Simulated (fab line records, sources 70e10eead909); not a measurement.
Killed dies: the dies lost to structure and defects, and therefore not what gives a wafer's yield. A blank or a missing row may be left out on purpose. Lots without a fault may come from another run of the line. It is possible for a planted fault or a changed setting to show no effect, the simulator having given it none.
fab line records	flow nandHarc
record lots=11	wafers=33	lastDay=33
route steps=1302 shown P_M2@335 P_BONDPAD@372
lots untouched by any fault: they come from a run of this same line in which no faults occurred
startH: the number of hours between the record's first day and the start of the first shown wafer of the lot	waitH: hours elapsed since this lot's preceding step	" as in the row above	L1.1+2: one row covering several wafers at once	- no value present, or no start provided	* or withheld: withheld	< > ~ a bound
route shown NAME@n: a module of which the file shows steps, and the number in the route of the first	usual: mean/standard deviation taken from wafers without a fault	same: alike in all rows	chamber/n: place in a boat	sites: readings site by site	_std_site: standard deviation across them	_edge_site: outer sites' mean less inner sites'	radiusMm: for every site, how far away it sits from the centre of the wafer	mask NAME#n: copy n	behind: tool/chamber where the wafer was last shaped	hold: the reason the lot was held/the length of the hold in hours/how it ended	device: transistor that didn't switch, given as n, p or np	end of line: tests of these same wafers at the route's end	step lacking rows: just its recipe	killed: dies lost to structure and defects at the first sort, not the wafer's yield	map: shows each die of a wafer: x if killed, . if not, _ if none is there
set.NAME: the setting the step ran with; set.NAME@STEP: the setting that earlier step ran with	model.NAME: the simulator's own value behind a step, which no gauge read
steps of the route over a sample of lots; a table a step, a row a wafer
services: the hour from which a tool's chamber was out of use, counted from the record's first day as startH (under 0 if before that day), plus the number of hours and why
## steps
# step NHARC_P_M2_STRIP_18
# recipe powerW=1000	n2FlowSccm=150	h2FlowSccm=150	arFlowSccm=0	biasW=0	chemistry=N2/H2
# usual chamberPressureMTorr=30.002/0.027	drypumpMotorCurrentA=5.7/0.32	oesProductAu=1.005/0.011	rfFwdPowerW=997/3	rfVppV=90.6/0.9	showerheadPlenumPTorr=2.01/0.074	throttleValvePct=14.171/0.0098
lot.wafer	tool	chamber	startH	waitH	chamberPressureMTorr	drypumpMotorCurrentA	oesProductAu	rfFwdPowerW	rfHoursCounterH	rfVppV	showerheadPlenumPTorr	throttleValvePct
L664.2	rieDiel-08	3	127.29	0.1	30.018	5.3	1.011	996	4.9	90.1	1.90	14.203
L664.3	"	0	"	"	29.988	5.9	0.998	999	4.7	91.2	1.92	14.192
L664.6	"	2	"	"	30.005	5.7	0.982	994	-	90.0	1.93	14.171
L665.3	rieDiel-08	2	135.74	0.1	29.998	5.7	1.001	995	5.1	89.5	1.93	14.163
L665.4	"	3	"	"	30.021	5.3	1.005	994	5.5	90.5	1.90	14.178
L665.6	"	0	"	"	30.014	5.9	1.003	996	-	89.7	1.92	14.165
L666.1	rieDiel-03	0	151.90	0.1	30.019	5.5	1.000	991	1.3	91.7	2.13	14.166
L666.5	"	1	"	"	30.013	6.1	0.976	995	-	90.5	2.08	14.156
L666.6	"	2	"	"	30.000	6.2	1.011	998	-	90.9	2.05	14.163
L669.1	rieDiel-08	3	180.29	0.1	30.048	5.4	1.027	997	7.9	89.6	1.90	14.178
L669.4	"	1	"	"	30.054	5.5	1.026	996	8.7	91.7	2.07	14.173
L669.6	"	3	"	"	30.039	5.3	1.017	995	-	90.5	1.90	14.181
L668.1	rieDiel-07	0	180.94	0.1	30.001	6.3	0.992	1000	1.3	88.9	2.09	14.157
L668.3	"	2	"	"	29.984	5.5	0.998	995	2.5	91.3	2.03	14.162
L668.5	"	1	"	"	29.993	6.0	0.995	999	-	90.0	2.03	14.170
L670.2	rieDiel-07	1	198.87	0.1	29.998	6.0	0.994	1000	2.3	91.4	2.03	14.181
L670.1	"	3	"	"	30.047	5.3	0.993	998	2.2	90.8	2.06	14.176
L670.5	"	1	"	"	29.965	6.0	0.991	1000	-	90.8	2.03	14.164
L672.3	rieDiel-07	3	210.28	0.1	29.968	5.4	1.012	1004	3.4	91.1	2.06	14.154
L672.1	"	1	"	"	29.999	6.0	1.007	999	3.0	90.6	2.03	14.177
L672.6	"	0	"	"	29.951	6.3	0.995	992	-	92.5	2.09	14.183
L673.2	rieDiel-08	0	228.93	0.1	29.994	5.9	1.008	1002	1.5	89.5	1.92	14.154
L673.3	"	1	"	"	30.011	5.5	1.011	998	1.4	89.8	2.07	14.165
L673.4	"	2	"	"	29.967	5.7	0.997	996	0.9	90.0	1.93	14.174
L674.2	rieDiel-08	3	236.50	0.1	29.980	5.3	0.996	999	1.2	88.9	1.90	14.181
L674.1	"	0	"	"	29.995	5.9	1.008	996	1.7	90.6	1.92	14.166
L674.6	"	2	"	"	29.976	5.7	1.014	998	-	89.2	1.93	14.172
L675.4	rieDiel-08	3	243.47	0.1	30.046	5.3	1.010	1004	1.4	90.3	1.90	14.168
L675.3	"	0	"	"	29.998	5.9	1.006	1000	1.8	89.6	1.92	14.172
L675.5	"	0	"	"	29.976	5.9	1.015	1002	-	88.9	1.92	14.164
L686.1	rieDiel-03	1	361.92	0.1	30.028	6.1	0.998	997	2.9	89.6	2.07	14.179
L686.3	"	2	"	"	30.013	6.2	0.995	993	3.3	90.3	2.05	14.185
L686.6	"	0	"	"	29.958	5.5	1.014	1000	-	89.9	2.12	14.184
# step NHARC_P_M2_PRE_CLEAN_30
# recipe timeS=30	tempC=280	gas=H2/He
# usual heaterPowerW=410/31
lot.wafer	tool	chamber	startH	waitH	heaterPowerW
L664.3	pvdSputter-01	-	-	-	382
L664.2	"	-	"	"	406
L664.6	"	-	"	"	384
L665.4	pvdSputter-02	-	-	-	418
L665.3	"	-	"	"	404
L665.6	"	-	"	"	420
L666.1	pvdSputter-02	-	-	-	406
L666.5	"	-	"	"	406
L666.6	"	-	"	"	401
L669.1	pvdSputter-03	-	-	-	489
L669.4	"	-	"	"	404
L669.6	"	-	"	"	479
L668.1	pvdSputter-01	-	-	-	379
L668.3	"	-	"	"	447
L668.5	"	-	"	"	418
L670.2	pvdSputter-02	-	-	-	395
L670.1	"	-	"	"	413
L670.5	"	-	"	"	383
L672.3	pvdSputter-02	-	-	-	410
L672.1	"	-	"	"	411
L672.6	"	-	"	"	406
L673.3	pvdSputter-03	-	-	-	401
L673.2	"	-	"	"	407
L673.4	"	-	"	"	484
L674.1	pvdSputter-03	-	-	-	398
L674.2	"	-	"	"	337
L674.6	"	-	"	"	397
L675.4	pvdSputter-02	-	-	-	409
L675.3	"	-	"	"	417
L675.5	"	-	"	"	405
L686.3	pvdSputter-02	-	-	-	441
L686.1	"	-	"	"	412
L686.6	"	-	"	"	398
# step NHARC_P_M2_PVD_20
# recipe targetThkA=50	biasV=168.6	powerW=15000	chamberPressurePa=0.12	timeS=8.06	substrateTempC=50	material=TaN
# usual throttleValvePct=30.2/0.99
lot.wafer	tool	chamber	startH	waitH	throttleValvePct
L664.2	pvdSputter-01	-	-	-	31.0
L664.3	"	-	"	"	29.1
L664.6	"	-	"	"	31.0
L665.3	pvdSputter-02	-	-	-	29.2
L665.4	"	-	"	"	30.7
L665.6	"	-	"	"	31.6
L666.1	pvdSputter-02	-	-	-	30.6
L666.6	"	-	"	"	28.7
L666.5	"	-	"	"	30.7
L669.4	pvdSputter-03	-	-	-	30.2
L669.1	"	-	"	"	31.5
L669.6	"	-	"	"	30.6
L668.1	pvdSputter-01	-	-	-	31.2
L668.3	"	-	"	"	31.4
L668.5	"	-	"	"	31.1
L670.1	pvdSputter-02	-	-	-	28.9
L670.2	"	-	"	"	30.8
L670.5	"	-	"	"	29.0
L672.1	pvdSputter-02	-	-	-	28.8
L672.3	"	-	"	"	30.6
L672.6	"	-	"	"	31.6
L673.4	pvdSputter-03	-	-	-	30.1
L673.2	"	-	"	"	31.4
L673.3	"	-	"	"	29.4
L674.1	pvdSputter-03	-	-	-	31.5
L674.2	"	-	"	"	30.7
L674.6	"	-	"	"	29.3
L675.4	pvdSputter-02	-	-	-	31.5
L675.3	"	-	"	"	29.4
L675.5	"	-	"	"	28.9
L686.3	pvdSputter-02	-	-	-	29.4
L686.1	"	-	"	"	30.3
L686.6	"	-	"	"	29.7
# step NHARC_P_BONDPAD_ETCH_24
# recipe targetDepthA=300	overEtchFrac=0.3	timeS=72.99	ionEnergyEv=150	cf4FlowSccm=50	n2FlowSccm=100	arFlowSccm=150	rfW=300	biasW=100	chemistry=CF4/N2
# usual chamberPressureMTorr=30.002/0.027	drypumpMotorCurrentA=5.93/0.28	oesProductAu=1.002/0.012	rfFwdPowerW=297.6/1	rfVppV=314.0/2.1	showerheadPlenumPTorr=2.61/0.11	throttleValvePct=19.796/0.0096
lot.wafer	tool	chamber	startH	waitH	chamberPressureMTorr	drypumpMotorCurrentA	oesProductAu	rfFwdPowerW	rfHoursCounterH	rfVppV	showerheadPlenumPTorr	throttleValvePct
L664.3	rieDiel-10	1	131.90	-	29.979	6.51	1.004	297.5	2.4	311.9	2.45	19.786
L664.2	"	2	"	"	29.964	5.99	0.997	297.6	4.3	311.7	2.46	19.787
L664.6	"	0	"	"	29.956	5.93	1.008	295.5	-	311.7	2.59	19.786
L665.4	rieDiel-05	2	140.53	-	30.034	5.37	0.994	295.8	3.1	313.1	2.61	19.807
L665.3	"	3	"	"	30.027	6.37	1.022	298.0	2.9	315.5	2.68	19.797
L665.6	"	2	"	"	30.012	5.39	0.985	298.5	-	313.2	2.61	19.799
L666.1	rieDiel-12	0	156.58	-	30.042	5.95	1.013	297.9	1.3	313.4	2.56	19.789
L666.5	"	2	"	"	29.984	5.87	0.999	298.3	-	314.7	2.74	19.798
L666.6	"	3	"	"	30.051	5.60	0.990	297.4	-	314.5	2.66	19.785
L669.4	rieDiel-05	2	184.87	-	30.039	5.37	1.003	296.8	5.9	314.2	2.61	19.814
L669.1	"	3	"	"	29.975	6.36	1.022	298.5	5.6	315.5	2.67	19.797
L669.6	"	1	"	"	29.978	5.95	1.014	299.3	-	316.3	2.75	19.787
L668.3	rieDiel-05	0	185.63	-	30.030	5.98	0.985	296.1	6.2	315.2	2.69	19.789
L668.1	"	3	"	"	29.991	6.36	1.021	298.9	5.6	314.5	2.67	19.800
L668.5	"	1	"	"	30.036	5.93	1.013	298.0	-	315.9	2.75	19.797
L670.1	rieDiel-12	0	203.60	-	30.011	5.92	1.006	298.1	2.8	313.2	2.56	19.787
L670.2	"	1	"	"	29.952	5.82	0.998	296.8	2.3	317.4	2.78	19.792
L670.5	"	3	"	"	30.015	5.60	0.997	295.9	-	315.7	2.66	19.793
L672.3	rieDiel-10	0	215.05	-	29.989	5.95	1.010	298.4	10.2	313.0	2.58	19.786
L672.1	"	1	"	"	29.966	6.49	0.996	298.4	7.6	310.2	2.45	19.798
L672.6	"	1	"	"	29.996	6.49	1.004	298.2	-	311.5	2.45	19.800
L673.2	rieDiel-10	2	233.67	-	29.969	5.96	1.007	297.7	10.4	310.2	2.46	19.795
L673.3	"	3	"	"	29.997	6.09	0.991	298.1	11.2	311.4	2.46	19.799
L673.4	"	0	"	"	29.991	5.93	1.018	296.4	11.0	312.0	2.58	19.800
L674.1	rieDiel-12	3	241.08	-	30.000	5.59	1.017	298.3	4.6	314.9	2.66	19.803
L674.2	"	2	"	"	30.029	5.88	1.015	297.7	4.2	314.5	2.74	19.795
L674.6	"	3	"	"	30.013	5.60	1.016	297.7	-	316.2	2.66	19.797
L675.3	rieDiel-05	1	248.39	-	30.026	5.94	1.006	298.7	0.3	316.9	2.75	19.792
L675.4	"	2	"	"	30.005	5.38	1.000	298.1	0.3	313.7	2.61	19.792
L675.5	"	1	"	"	30.009	5.94	1.019	299.1	-	315.1	2.75	19.794
L686.3	rieDiel-10	0	366.51	-	30.068	5.91	0.864	297.1	5.8	315.0	2.58	19.800
L686.1	"	1	"	"	30.001	6.51	0.988	298.5	6.0	312.3	2.45	19.807
L686.6	"	3	"	"	29.996	6.06	0.987	299.1	-	311.7	2.46	19.790
## services
tool	chamber	startH	hours	kind
pvdSputter-02	-	108.88	10.0	pm
rieDiel-07	-	117.20	9.0	pm
rieDiel-12	1	139.26	4.8	repair
rieDiel-12	2	146.82	6.7	repair
rieDiel-12	1	159.29	3.9	repair
pvdSputter-03	-	170.00	10.0	pm
pvdSputter-01	-	172.94	7.0	repair
rieDiel-08	-	190.80	9.0	pm
pvdSputter-02	-	199.94	1.1	repair
rieDiel-05	3	216.91	8.7	repair
pvdSputter-01	-	226.00	10.0	pm
rieDiel-05	-	229.93	9.0	pm
rieDiel-10	-	242.50	9.0	pm
pvdSputter-01	-	244.10	3.9	repair
rieDiel-08	-	262.65	0.3	repair
rieDiel-10	-	276.55	0.3	repair
rieDiel-10	0	281.81	17.0	repair
pvdSputter-02	-	286.88	10.0	pm
pvdSputter-01	-	290.79	1.9	repair
pvdSputter-01	-	321.17	6.8	repair
rieDiel-08	2	324.83	2.6	repair
pvdSputter-03	-	348.00	10.0	pm
rieDiel-08	1	353.78	1.6	repair
rieDiel-05	1	359.38	5.8	repair
## key
firstSign step=NHARC_P_BONDPAD_ETCH_24	reading=oesProductAu	direction=down	sigmas=11	usual=1.002	struck=0.864
effect none on later readings
metAt NHARC_P_BONDPAD_ETCH_24
struckLots L686
struckWafers L686.3
notActingAt NHARC_P_M2_STRIP_18,NHARC_P_M2_PRE_CLEAN_30,NHARC_P_M2_PVD_20
onsetBetween 233.67 366.51
fault kind=processParameterDrift	tool=rieDiel-10	chamber=0	onsetH=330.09	steps=NHARC_P_BONDPAD_ETCH_24	channel=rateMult	offset=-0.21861	shape=step	endH=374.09
